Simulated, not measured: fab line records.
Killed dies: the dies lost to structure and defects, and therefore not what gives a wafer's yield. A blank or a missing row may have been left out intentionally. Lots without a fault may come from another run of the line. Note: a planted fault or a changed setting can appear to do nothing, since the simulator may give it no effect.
fab line records | flow n5_finfet
[record] lots = 6 wafers = 18 last_day = 17
route steps=1938 shown FIN_SAQP@93 BEOL_M4@1111 PASSIVATION@1936
lots that met no fault: from a run of the same line without faults
start_h: start of the lot's first displayed wafer, in hours after the record's first day | wait_h: how many hours have passed since the lot's step before this one | " the same as in the row above | L1.1+2: several wafers, shown together as one row | - either no value or no given start | * or withheld: withheld | < > ~ a bound
route shown NAME@n: names a module that has steps shown in the file, with the first one's number in the route | usual: the fault-free wafers' mean and standard deviation | same: alike in all rows | chamber/n: place in a boat | sites: each site's reading | _std_site: standard deviation across them | _edge_site: outer sites' mean less inner sites' | radius_mm: how far each site lies from the wafer's centre | mask NAME#n: copy n | behind: the tool/chamber that last shaped the wafer | hold: why the lot went on hold/how many hours it stayed there/how the hold came to an end | device: whichever transistor did not switch (one of n, p or np) | end of line: tests run on the same wafers once the route is complete | a step given without rows: its recipe and nothing more | killed: count of dies lost to structure and defects at first sort (not the wafer's yield) | map: the dies of a wafer, with x for killed, . for not killed, _ for no die there
set.NAME: setting as actually run; set.NAME@STEP: the setting as run at that earlier step | model.NAME: the simulator's own value behind a step, which no gauge read
lots at some steps of the route; a table a step, a row a wafer
services: from which hour (start_h, from the record's first day; less than 0 if before it) a tool's chamber was out of use, for how many hours, and why
[[steps]]
[step N5_FIN_SAQP_SRD_01]
[recipe] dry = ipa_marangoni time_s = 30 temp_c = 23 rinse_liquid = diw
[step N5_FIN_SAQP_ALD_61]
[recipe] material = SiO2 target_thk_a = 40 temp_c = 300 ald_precursor_family = BDEAS ald_co_reactant = O2-plasma pulse_time_s = 1 purge_time_s = 2 co_reactant_purge_time_s = 2 ald_cycles = 43 pressure_torr = 2
[step N5_FIN_SAQP_DENSIFY_62]
[recipe] temp_c = 700 time_s = 60 ambient = N2 idle_temp_c = 600 ramp_up_c_per_s = 150 ramp_down_c_per_s = 60 cool_to_c = 600
[usual] lamp_power_pct = 9.85/0.056 lamp_zone_5_pct = 9.846/0.0093 lamp_zone_6_pct = 9.771/0.01 wafer_temp_C_max = 703.2/0.59
// columns lot.wafer tool chamber start_h wait_h lamp_power_pct lamp_zone_5_pct lamp_zone_6_pct wafer_temp_C_max
L388.3 rtp_anneal-01 0 26.88 0.2 9.84 9.831 9.782 704.5
L388.5 " 0 " " 9.91 9.845 9.751 702.9
L388.6 " 0 " " 9.95 9.826 9.778 702.2
L396.3 rtp_anneal-01 0 74.74 0.2 9.86 9.850 9.759 703.0
L396.4 " 0 " " 9.81 9.831 9.753 703.2
L396.5 " 0 " " 9.82 9.843 9.764 702.6
L398.3 rtp_anneal-02 0 88.16 0.4 9.71 9.851 9.777 702.8
L398.5 " 0 " " 9.89 9.842 9.760 703.7
L398.6 " 0 " " 9.81 9.854 9.772 703.2
L403.3 rtp_anneal-02 0 116.51 0.2 9.86 9.840 9.782 703.7
L403.4 " 0 " " 9.79 9.850 9.778 702.9
L403.6 " 0 " " 9.82 9.861 9.789 702.6
L409.2 rtp_anneal-01 0 152.83 0.1 9.81 9.843 9.771 704.0
L409.4 " 0 " " 9.81 9.852 9.769 702.8
L409.6 " 0 " " 9.82 9.832 9.762 702.8
L410.1 rtp_anneal-01 0 159.39 0.1 9.83 9.848 9.786 704.1
L410.2 " 0 " " 9.89 9.842 9.771 703.7
L410.5 " 0 " " 9.83 9.836 9.774 704.1
[step N5_FIN_SAQP_HM_DEP_03]
[recipe] material = SiNx target_thk_a = 380 temp_c = 400 precursor = SiH4/NH3/N2 pressure_torr = 1.5 rf_w = 300 time_s = 33.6
[usual] heater_power_w = 752/57 showerhead_plenum_p_Torr = 5.18/0.074 showerhead_vpp_V = 1043/50 throttle_valve_pct = 39.3/1
// columns lot.wafer tool chamber start_h wait_h heater_power_w showerhead_plenum_p_Torr showerhead_vpp_V throttle_valve_pct
L388.3 pecvd-03 2 27.04 0.1 702 5.09 1089 38.8
L388.5 " 2 " " 704 5.08 1068 38.8
L388.6 " 1 " " 709 5.16 1029 39.7
L396.3 pecvd-03 2 74.89 0.1 684 5.09 1081 38.8
L396.4 " 1 " " 800 5.14 1028 39.9
L396.5 " 2 " " 682 5.10 1093 38.9
L398.3 pecvd-03 1 88.31 0.1 735 5.16 1018 40.0
L398.5 " 2 " " 777 5.08 1084 39.0
L398.6 " 0 " " 772 5.27 1068 38.5
L403.3 pecvd-03 2 116.69 0.2 703 5.09 1089 39.2
L403.4 " 0 " " 635 5.28 1066 38.6
L403.6 " 2 " " 715 5.07 1081 39.2
L409.2 pecvd-01 0 153.03 0.2 775 5.11 1021 41.2
L409.4 " 0 " " 793 5.12 1036 40.9
L409.6 " 2 " " 764 5.26 1088 38.9
L410.1 pecvd-01 2 159.60 0.2 793 5.28 1092 39.0
L410.2 " 1 " " 657 5.19 929 39.4
L410.5 " 1 " " 662 5.21 953 39.4
[step N5_FIN_SAQP_THK_MEAS_05]
[usual] thk_nm = 37.8/0.56
// columns lot.wafer tool chamber start_h wait_h thk_nm
L388.3 film_metro-01 - 27.13 0.1 38.0
L388.5 " - " " 38.3
L388.6 " - " " 38.3
L396.3 film_metro-01 - 74.98 0.1 36.7
L396.4 " - " " 37.2
L396.5 " - " " 37.5
L398.3 film_metro-01 - 88.40 0.1 36.7
L398.5 " - " " 37.8
L398.6 " - " " 37.5
L403.3 film_metro-01 - 116.78 0.1 37.2
L403.4 " - " " 36.9
L403.6 " - " " 37.2
L409.2 film_metro-02 - 153.12 0.1 36.7
L409.4 " - " " 37.9
L409.6 " - " " 37.7
L410.1 film_metro-02 - 159.69 0.1 37.7
L410.2 " - " " 37.6
L410.5 " - " " 38.3
[step N5_FIN_SAQP_PECVD_47]
[recipe] material = a-Si target_thk_a = 450 temp_c = 400 precursor = SiH4/He pressure_torr = 3 rf_w = 100 time_s = 36.3
[step N5_FIN_SAQP_PECVD_48]
[recipe] material = SiNx target_thk_a = 250 temp_c = 400 precursor = SiH4/NH3/N2 pressure_torr = 1.5 rf_w = 300 time_s = 22.1
[usual] heater_power_w = 776/57 showerhead_plenum_p_Torr = 5.17/0.073 showerhead_vpp_V = 1047/48 throttle_valve_pct = 39.1/1.1
// columns lot.wafer tool chamber start_h wait_h heater_power_w showerhead_plenum_p_Torr showerhead_vpp_V throttle_valve_pct
L388.3 pecvd-02 1 27.25 0.0 778 5.11 1110 38.6
L388.5 " 1 " " 783 5.11 1119 38.6
L388.6 " 0 " " 747 5.27 1026 39.4
L396.3 pecvd-01 1 75.06 0.0 755 5.19 923 39.3
L396.4 " 0 " " 774 5.11 1026 40.8
L396.5 " 1 " " 749 5.18 923 39.6
L398.3 pecvd-01 0 88.48 0.0 809 5.12 1026 40.6
L398.5 " 1 " " 696 5.18 947 39.6
L398.6 " 2 " " 814 5.27 1079 38.9
L403.3 pecvd-02 0 116.86 0.0 865 5.28 1027 39.9
L403.4 " 2 " " 841 5.11 1084 36.5
L403.6 " 0 " " 858 5.27 1016 39.7
L409.2 pecvd-02 0 153.19 0.0 916 5.26 1014 39.9
L409.4 " 0 " " 877 5.28 1033 39.8
L409.6 " 2 " " 830 5.11 1058 36.6
L410.1 pecvd-03 2 159.77 0.0 686 5.08 1088 39.4
L410.2 " 0 " " 748 5.27 1076 38.4
L410.5 " 2 " " 699 5.10 1088 39.3
[step N5_FIN_SAQP_PECVD_06]
[recipe] material = a-Si target_thk_a = 600 temp_c = 400 precursor = SiH4/He pressure_torr = 3 rf_w = 100 time_s = 48.1
[step N5_FIN_SAQP_THK_MEAS_07]
[usual] thk_nm = 60.3/0.74
// columns lot.wafer tool chamber start_h wait_h thk_nm
L388.3 film_metro-01 - 27.40 0.1 59.9
L388.5 " - " " 60.3
L388.6 " - " " 59.5
L396.3 film_metro-01 - 75.19 0.1 60.0
L396.4 " - " " 61.2
L396.5 " - " " 61.5
L398.3 film_metro-01 - 88.61 0.1 60.1
L398.5 " - " " 61.1
L398.6 " - " " 60.9
L403.3 film_metro-01 - 117.00 0.1 60.0
L403.4 " - " " 61.4
L403.6 " - " " 60.0
L409.2 film_metro-01 - 153.32 0.1 60.7
L409.4 " - " " 61.0
L409.6 " - " " 61.1
L410.1 film_metro-02 - 159.90 0.1 59.4
L410.2 " - " " 61.1
L410.5 " - " " 60.8
[step N5_FIN_SAQP_HM_DEP_72]
[recipe] material = SiO2 target_thk_a = 120 temp_c = 400 precursor = SiH4/N2O pressure_torr = 0.75 rf_w = 275 time_s = 7.2
[usual] heater_power_w = 778/63 showerhead_plenum_p_Torr = 8.21/0.15 showerhead_vpp_V = 1004/49
// columns lot.wafer tool chamber start_h wait_h heater_power_w showerhead_plenum_p_Torr showerhead_vpp_V
L388.3 pecvd-01 2 27.44 0.0 872 8.43 1019
L388.5 " 0 " " 757 8.10 984
L388.6 " 1 " " 721 8.23 893
L396.3 pecvd-02 1 75.22 0.0 773 8.09 1071
L396.4 " 2 " " 916 8.09 1021
L396.5 " 1 " " 777 8.09 1062
L398.3 pecvd-02 0 88.64 0.0 765 8.42 986
L398.5 " 1 " " 803 8.07 1070
L398.6 " 2 " " 773 8.12 1021
L403.3 pecvd-03 2 117.06 0.1 782 8.04 1034
L403.4 " 0 " " 646 8.40 1012
L403.6 " 2 " " 771 8.04 1025
L409.2 pecvd-03 1 153.36 0.0 804 8.19 967
L409.4 " 2 " " 661 8.03 1029
L409.6 " 1 " " 798 8.16 958
L410.1 pecvd-01 1 159.94 0.0 776 8.25 892
L410.2 " 0 " " 789 8.08 991
L410.5 " 0 " " 786 8.08 975
[step N5_FIN_SAQP_COAT_49]
[recipe] resist = SOC temp_c = 250 time_s = 60 spin_rpm = 1500 resist_thk_nm = 100
[step N5_FIN_SAQP_COAT_50]
[recipe] resist = SiARC temp_c = 220 time_s = 60 spin_rpm = 1500 resist_thk_nm = 35
[step N5_FIN_SAQP_COAT_10]
[recipe] resist = CAR-ArF spin_rpm = 1500 resist_thk_nm = 90
[usual] spin_speed_rpm = 1500.2/0.89
// columns lot.wafer tool chamber start_h wait_h spin_speed_rpm model.CAR-ArF_of_FIN_SAQP_COAT_10.thk_nm
L388.3 litho_track-01 0 27.52 - 1500.3 89.93
L388.5 " 0 " " 1500.7 90.34
L388.6 " 0 " " 1501.2 90.07
L396.3 litho_track-01 0 75.31 - 1605.6 87.11
L396.4 " 0 " " 1605.9 86.99
L396.5 " 0 " " 1607.2 87.22
L398.3 litho_track-01 0 88.73 - 1605.2 87.08
L398.5 " 0 " " 1605.2 87.29
L398.6 " 0 " " 1603.9 87.29
L403.3 litho_track-02 0 117.14 - 1500.3 89.79
L403.4 " 0 " " 1500.1 89.71
L403.6 " 0 " " 1499.4 89.69
L409.2 litho_track-05 0 153.44 - 1498.8 89.91
L409.4 " 0 " " 1500.6 89.88
L409.6 " 0 " " 1499.5 90.03
L410.1 litho_track-02 0 160.02 - 1500.1 89.92
L410.2 " 0 " " 1498.2 89.91
L410.5 " 0 " " 1499.2 89.9
[step N5_FIN_SAQP_EBR_12]
[recipe] solvent = PGMEA ebr_width_mm = 1.5
[step N5_FIN_SAQP_SOFTBAKE_11]
[recipe] temp_c = 110 time_s = 60 resist = CAR-ArF
[step N5_FIN_SAQP_EXPOSE_13]
[recipe] mask_id = FIN_CORE na = 1.35 source_shape = dipole sigma_inner = 0.538 sigma_outer = 0.738 polarization = te target_cd_nm = 35.6 dose_mj = 63.25
[step N5_FIN_SAQP_PEB_14]
[recipe] peb_temp_c = withheld peb_time_s = 60 resist = CAR-ArF
[step N5_FIN_SAQP_DEVELOP_15]
[recipe] develop_time_s = 30 developer = TMAH resist = CAR-ArF dev_temp_c = 23 rinse_liquid = diw dry = air_spin
[step N5_FIN_SAQP_CD_MEAS_16]
[recipe] target_cd_nm = 35.6 landing_energy_ev = 500 detector = se_inlens
[usual] cd_nm = 35.6/0.32
[same] landing_energy_ev = 500
// columns lot.wafer tool chamber start_h wait_h cd_nm
L388.3 cd_sem-02 0 27.77 - 35.5
L388.5 " 0 " " 35.5
L388.6 " 0 " " 35.6
L396.3 cd_sem-01 0 75.68 - 35.8
L396.4 " 0 " " 35.4
L396.5 " 0 " " 35.6
L398.3 cd_sem-01 0 89.10 - 35.4
L398.5 " 0 " " 35.9
L398.6 " 0 " " 35.5
L403.3 cd_sem-01 0 117.51 - 35.9
L403.4 " 0 " " 35.7
L403.6 " 0 " " 35.5
L409.2 cd_sem-01 0 153.81 - 34.7
L409.4 " 0 " " 35.5
L409.6 " 0 " " 35.7
L410.1 cd_sem-01 0 160.40 - 35.0
L410.2 " 0 " " 35.7
L410.5 " 0 " " 34.9
[step N5_FIN_SAQP_OVL_MEAS_17]
[recipe] points_per_wafer = 44
[usual] FIN_CORE_OVL = -0.3/0.95
// columns lot.wafer tool chamber start_h wait_h FIN_CORE_OVL[nm]
L388.3 overlay-01 0 27.80 0.0 1.4
L388.5 " 0 " " -0.3
L388.6 " 0 " " -0.6
L396.3 overlay-01 0 75.71 0.0 0.0
L396.4 " 0 " " -0.8
L396.5 " 0 " " 1.1
L398.3 overlay-01 0 89.13 0.0 -1.3
L398.5 " 0 " " -0.4
L398.6 " 0 " " 0.6
L403.3 overlay-01 0 117.55 0.0 -0.4
L403.4 " 0 " " 0.3
L403.6 " 0 " " -0.1
L409.2 overlay-02 0 153.85 0.0 -0.2
L409.4 " 0 " " -1.1
L409.6 " 0 " " 0.6
L410.1 overlay-02 0 160.44 0.0 -1.9
L410.2 " 0 " " -0.1
L410.5 " 0 " " -2.3
[step N5_FIN_SAQP_INSPECT_18]
[recipe] mode = adi inspect_instrument = brightfield
[usual] raw_defect_count = 427/110
// columns lot.wafer tool chamber start_h wait_h raw_defect_count
L388.3 defect_inspect-01 - 27.83 0.0 415
L388.5 " - " " 292
L388.6 " - " " 443
L396.3 defect_inspect-02 - 75.74 0.0 369
L396.4 " - " " 496
L396.5 " - " " 383
L398.3 defect_inspect-02 - 89.16 0.0 363
L398.5 " - " " 313
L398.6 " - " " 294
L403.3 defect_inspect-01 - 117.57 0.0 316
L403.4 " - " " 461
L403.6 " - " " 671
L409.2 defect_inspect-01 - 153.87 0.0 442
L409.4 " - " " 519
L409.6 " - " " 428
L410.1 defect_inspect-01 - 160.47 0.0 398
L410.2 " - " " 461
L410.5 " - " " 665
[step N5_FIN_SAQP_DESCUM_21]
[recipe] chemistry = O2 time_s = 7.9 source_power_w = 50 bias_power_w = 20 pressure_mtorr = 20 rf_frequency_hz = 2.712e+07 temp_c = 40 resist = CAR-ArF o2_flow_sccm = 225
[step N5_FIN_SAQP_ETCH_51]
[recipe] chemistry = CF4 target = SiARC target_depth_a = 455 mask_material = CAR-ArF time_s = 75.8 ion_energy_ev = 80 pressure_mtorr = 40 source_w = 545 bias_w = 36 Ar_flow_sccm = 100 cf4_flow_sccm = 100 ends = cleared
[usual] drypump_motor_current_A = 5.5/0.45 etch_rf_on_time_s = 75.5/1.2 oes_product_au = 0.68/0.08 rf_vpp_V = 184.1/1.2 showerhead_plenum_p_Torr = 2.15/0.065 throttle_valve_pct = 15.75/0.21
// columns lot.wafer tool chamber start_h wait_h drypump_motor_current_A etch_rf_on_time_s oes_product_au rf_hours_counter_h rf_vpp_V showerhead_plenum_p_Torr throttle_valve_pct model.CAR-ArF_of_FIN_SAQP_COAT_10.thk_nm
L388.3 rie_diel-01 3 27.89 0.0 6.2 73.5 0.77 40 185.2 2.26 15.79 50.83
L388.5 " 0 " " 5.9 75.1 0.61 - 184.2 2.21 15.82 51.12
L388.6 " 3 " " 6.2 73.8 0.76 - 184.8 2.26 15.79 50.9
L396.3 rie_diel-04 2 75.85 0.0 5.6 77.2 0.60 - 183.7 2.19 16.15 48.09
L396.4 " 3 " " 5.4 74.0 0.74 - 184.1 2.18 15.59 47.93
L396.5 " 3 " " 5.4 74.2 0.75 - 183.7 2.18 15.58 48.03
L398.3 rie_diel-02 3 89.22 0.0 4.9 76.0 0.66 127 184.3 2.16 15.60 47.88
L398.5 " 3 " " 4.9 76.2 0.67 - 184.9 2.16 15.59 47.95
L398.6 " 0 " " 5.6 76.9 0.66 - 183.7 2.15 15.85 48.04
L403.3 rie_diel-01 3 117.77 0.0 6.2 73.6 0.73 73 186.0 2.25 15.86 50.54
L403.4 " 0 " " 5.9 75.3 0.59 247 183.9 2.20 15.89 50.62
L403.6 " 2 " " 5.6 74.1 0.86 - 186.6 2.27 15.11 50.65
L409.2 rie_diel-01 2 153.94 0.0 5.6 74.4 0.80 17 185.2 2.27 15.14 50.79
L409.4 " 0 " " 5.9 73.1 0.89 1 184.5 2.20 15.37 50.79
L409.6 " 1 " " 6.0 74.4 0.67 - 184.2 2.08 15.86 50.86
L410.1 rie_diel-04 2 160.54 0.0 5.6 75.0 0.79 12 185.4 2.18 15.70 50.83
L410.2 " 1 " " 4.7 76.5 0.59 226 183.2 2.12 15.92 50.77
L410.5 " 1 " " 4.7 76.5 0.59 - 182.9 2.12 15.93 50.8
[step N5_FIN_SAQP_ETCH_52]
[recipe] chemistry = N2/H2 target = SOC target_depth_a = 1000 overetch_a = 200 mask_material = SiARC temp_c = 40 time_s = 150 ion_energy_ev = 200 pressure_mtorr = 30 source_w = 840 bias_w = 150 n2_flow_sccm = 200 h2_flow_sccm = 200 ends = end_point
[usual] drypump_motor_current_A = 5.5/0.45 oes_product_au = 0.71/0.078 rf_vpp_V = 524.2/2.4 showerhead_plenum_p_Torr = 2.55/0.085 throttle_valve_pct = 17.95/0.25
// columns lot.wafer tool chamber start_h wait_h drypump_motor_current_A oes_product_au rf_hours_counter_h rf_vpp_V showerhead_plenum_p_Torr throttle_valve_pct
L388.3 rie_diel-01 3 27.95 0.0 6.2 0.79 40 528.8 2.70 18.15
L388.5 " 0 " " 5.9 0.64 - 526.3 2.62 17.96
L388.6 " 3 " " 6.2 0.79 - 528.5 2.70 18.17
L396.3 rie_diel-04 2 75.95 0.1 5.7 0.64 - 524.9 2.62 18.52
L396.4 " 3 " " 5.4 0.77 - 526.3 2.59 17.86
L396.5 " 3 " " 5.4 0.77 - 524.5 2.59 17.86
L398.3 rie_diel-02 3 89.28 0.0 4.9 0.70 127 524.8 2.55 17.84
L398.5 " 3 " " 4.9 0.70 - 523.8 2.55 17.86
L398.6 " 0 " " 5.6 0.70 - 523.5 2.53 17.91
L403.3 rie_diel-01 3 117.83 0.0 6.2 0.75 73 526.0 2.69 18.24
L403.4 " 0 " " 5.9 0.62 247 525.4 2.61 18.01
L403.6 " 2 " " 5.6 0.88 - 529.1 2.71 17.27
L409.2 rie_diel-01 2 154.00 0.0 5.6 0.83 17 527.5 2.70 17.29
L409.4 " 0 " " 5.9 0.90 1 528.2 2.61 17.54
L409.6 " 1 " " 6.1 0.70 - 519.9 2.45 18.01
L410.1 rie_diel-04 2 160.59 0.0 5.7 0.83 13 526.2 2.61 18.15
L410.2 " 1 " " 4.8 0.63 226 523.6 2.50 17.93
L410.5 " 1 " " 4.8 0.62 - 523.8 2.50 17.91
[step N5_BEOL_M4_RC_MEAS_101]
[usual] DIBL_N = 36.4/1.5 DIBL_P = 36.4/1.6 IOFF_N = 0.164/0.025 IOFF_P = 0.214/0.028 ION_N = 675/9.9 ION_P = 463/6.5 SS_N = 71.5/0.5 SS_P = 73.3/0.56 VT_N = 249.2/2.7 VT_P = -250.1/2.8
// columns lot.wafer tool chamber start_h wait_h DIBL_N[mV/V] DIBL_P[mV/V] IOFF_N[nA/um] IOFF_P[nA/um] ION_N[uA/um] ION_P[uA/um] SS_N[mV/dec] SS_P[mV/dec] VT_N[mV] VT_P[mV]
L388.3 prober-01 0 178.24 0.3 39.6 37.6 0.187 0.249 669 464 71.7 74.6 250.1 -248.0
L388.5 " 0 " " 38.6 36.5 0.166 0.237 676 467 71.9 73.4 250.8 -250.0
L388.6 " 0 " " 36.4 34.3 0.138 0.211 672 469 71.2 73.3 254.0 -248.7
L396.3 prober-01 0 217.04 0.7 39.7 37.6 0.209 0.271 684 466 71.9 73.5 245.3 -248.5
L396.4 " 0 " " 38.3 35.7 0.169 0.232 668 461 71.8 73.3 249.4 -246.0
L396.5 " 0 " " 38.1 35.4 0.169 0.235 669 465 72.3 73.1 248.2 -247.4
L398.3 prober-01 0 234.86 0.3 34.8 34.8 0.153 0.226 673 463 71.3 72.4 249.2 -247.0
L398.5 " 0 " " 37.3 37.1 0.208 0.282 698 485 72.0 73.0 243.0 -245.0
L398.6 " 0 " " 35.2 35.3 0.155 0.229 670 466 71.4 72.8 251.8 -248.4
L403.3 prober-02 0 270.10 0.7 34.1 33.4 0.139 0.180 680 469 70.3 73.1 249.9 -253.1
L403.4 " 0 " " 36.8 36.7 0.181 0.211 686 466 70.4 73.2 247.8 -249.4
L403.6 " 0 " " 35.2 35.4 0.157 0.195 676 469 70.7 72.9 247.9 -250.3
L410.1 prober-02 0 303.08 0.0 37.1 35.9 0.165 0.203 675 460 71.3 73.4 249.8 -249.2
L410.2 " 0 " " 38.6 37.3 0.201 0.237 685 466 71.6 74.3 247.9 -247.4
L410.5 " 0 " " 36.7 35.5 0.166 0.198 673 454 71.4 73.5 246.7 -250.3
L409.2 prober-02 0 304.17 0.8 37.1 37.6 0.163 0.228 663 461 71.3 73.1 248.3 -248.4
L409.4 " 0 " " 37.7 39.5 0.195 0.269 686 470 71.9 74.1 247.5 -247.2
L409.6 " 0 " " 34.9 35.4 0.131 0.190 678 465 71.3 72.3 251.5 -250.0
[step N5_PASSIVATION_PROBE_49]
[usual] defect_limited_yield = 91.1/1.4 killed_at_M0_to_M3 = 35/8.7 killed_at_M4_up = 14/5.3 killed_at_contacts = 12/6.2 killed_at_front_end = 41/12 killed_at_other = 3.4/2.6 killed_dies = 105/16 killed_open = 67/13 killed_short = 36/7.3 sort_bin_5_function = 5.2/0.96 sort_bin_6_memory = 3.3/0.6 sort_n_pass = 1075/16 sort_yield_pct = 91.1/1.4
[same] gross_dies = 1180 killed_at_back_side = 0 sort_bin_4_leakage[%] = 0 sort_bin_8_speed[%] = 0
// columns lot.wafer tool chamber start_h wait_h defect_limited_yield[%] killed_at_M0_to_M3 killed_at_M4_up killed_at_contacts killed_at_front_end killed_at_other killed_dies killed_open killed_short sort_bin_5_function[%] sort_bin_6_memory[%] sort_n_pass sort_yield_pct[%]
L388.3 prober-02 - 284.87 0.1 92.5 29 14 5 38 2 88 59 29 4.2 3.2 1092 92.5
L388.5 prober-02 - 284.97 0.2 89.7 39 22 9 46 5 121 82 39 5.1 4.7 1059 89.7
L388.6 prober-02 - 285.02 0.3 87.9 49 18 16 57 3 143 90 49 7.7 4.0 1037 87.9
L396.3 prober-02 - 318.02 0.1 89.6 41 25 15 39 3 123 80 40 6.3 4.1 1057 89.6
L396.4 prober-02 - 318.07 0.2 91.4 43 12 8 38 0 101 66 34 5.1 3.2 1079 91.4
// killed by level:class
L388.3 FIN_SAQP:geometric_particle:open=12 BEOL_M0_SAQP:geometric_particle:open=9 BEOL_M0_SAQP:geometric_particle:short=8 STI_FIN_REVEAL:geometric_particle:open=7 BEOL_M4:geometric_particle:open=6 FIN_SAQP:geometric_particle:short=5 MOL_CONTACT_COAG:geometric_particle:open=5 BEOL_M3:geometric_particle:open=5
L388.5 FIN_SAQP:geometric_particle:open=14 STI_FIN_REVEAL:geometric_particle:open=12 BEOL_M4:geometric_particle:open=12 BEOL_M3:geometric_particle:open=9 MOL_CONTACT_COAG:geometric_particle:open=8 BEOL_M0_SAQP:geometric_particle:open=7 BEOL_M0_SAQP:geometric_particle:short=6 BEOL_M2:geometric_particle:short=6
L388.6 STI_FIN_REVEAL:geometric_particle:open=24 BEOL_M0_SAQP:geometric_particle:open=12 MOL_CONTACT_COAG:geometric_particle:open=10 BEOL_M0_SAQP:geometric_particle:short=10 BEOL_M4:geometric_particle:open=9 BEOL_M0:geometric_particle:open=9 MOL_CONTACT_COAG:geometric_particle:short=6 FIN_SAQP:geometric_particle:open=4
L396.3 BEOL_M3:geometric_particle:open=12 BEOL_M4:geometric_particle:open=11 MOL_CONTACT_COAG:geometric_particle:open=10 BEOL_M2:geometric_particle:open=7 FIN_SAQP:geometric_particle:short=6 GATE_CUT:geometric_particle:short=6 GATE_CUT:geometric_particle:open=6 BEOL_M0_SAQP:geometric_particle:open=6
L396.4 BEOL_M0_SAQP:geometric_particle:short=13 BEOL_M0_SAQP:geometric_particle:open=10 BEOL_M3:geometric_particle:open=9 MOL_CONTACT_COAG:geometric_particle:open=8 GATE_CUT:geometric_particle:short=6 GATE_CUT:geometric_particle:open=6 BEOL_M1:geometric_particle:open=6 FIN_SAQP:geometric_particle:short=5
[[services]]
// columns tool chamber start_h hours kind
rie_diel-01 1 3.43 7.0 repair
rie_diel-02 0 7.43 6.3 repair
pecvd-01 - 37.22 1.0 repair
pecvd-02 0 46.77 6.9 repair
pecvd-03 0 50.68 16.5 scheduled_down
rie_diel-02 1 60.43 7.0 repair
pecvd-01 - 62.56 5.5 pm
rie_diel-01 1 63.32 3.7 repair
pecvd-02 - 77.80 1.1 repair
rie_diel-01 2 95.82 - clean
rie_diel-01 2 95.82 - consumable_replace:focus_ring
rie_diel-01 2 95.82 - consumable_replace:showerhead
rie_diel-01 2 95.82 15.9 scheduled_down
rie_diel-01 2 95.82 15.9 vent_cycle
pecvd-03 0 103.26 4.4 repair
rie_diel-01 1 105.60 1.4 repair
pecvd-03 0 108.42 2.1 scheduled_down
rtp_anneal-02 - 108.78 0.8 pm
pecvd-03 1 109.45 10.3 repair
rie_diel-04 1 120.61 9.8 repair
rie_diel-01 0 125.47 - clean
pecvd-02 1 130.79 14.1 repair
pecvd-03 - 158.28 0.6 repair
pecvd-02 0 159.04 18.5 repair
[[key]]
[first_sign] step = N5_FIN_SAQP_COAT_10 reading = spin_speed_rpm direction = up sigmas = 99+ usual = * struck = *
effect none on later readings
[model_effect] step = N5_FIN_SAQP_COAT_10 value = CAR-ArF_of_FIN_SAQP_COAT_10.thk_nm without = 90.17 struck = 87.16
[model_effect] step = N5_FIN_SAQP_ETCH_51 value = CAR-ArF_of_FIN_SAQP_COAT_10.thk_nm without = 50.99 struck = 47.99
met_at N5_FIN_SAQP_COAT_10
struck_wafers L396.3,L396.4,L396.5,L398.3,L398.5,L398.6
onset_between 27.52 75.31
[fault] kind = process_parameter_drift tool = litho_track-01 chamber = - onset_h = 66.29 steps = N5_FIN_SAQP_COAT_10 channel = spin_rpm offset = * shape = step end_h = 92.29 acts_in = * stated = *
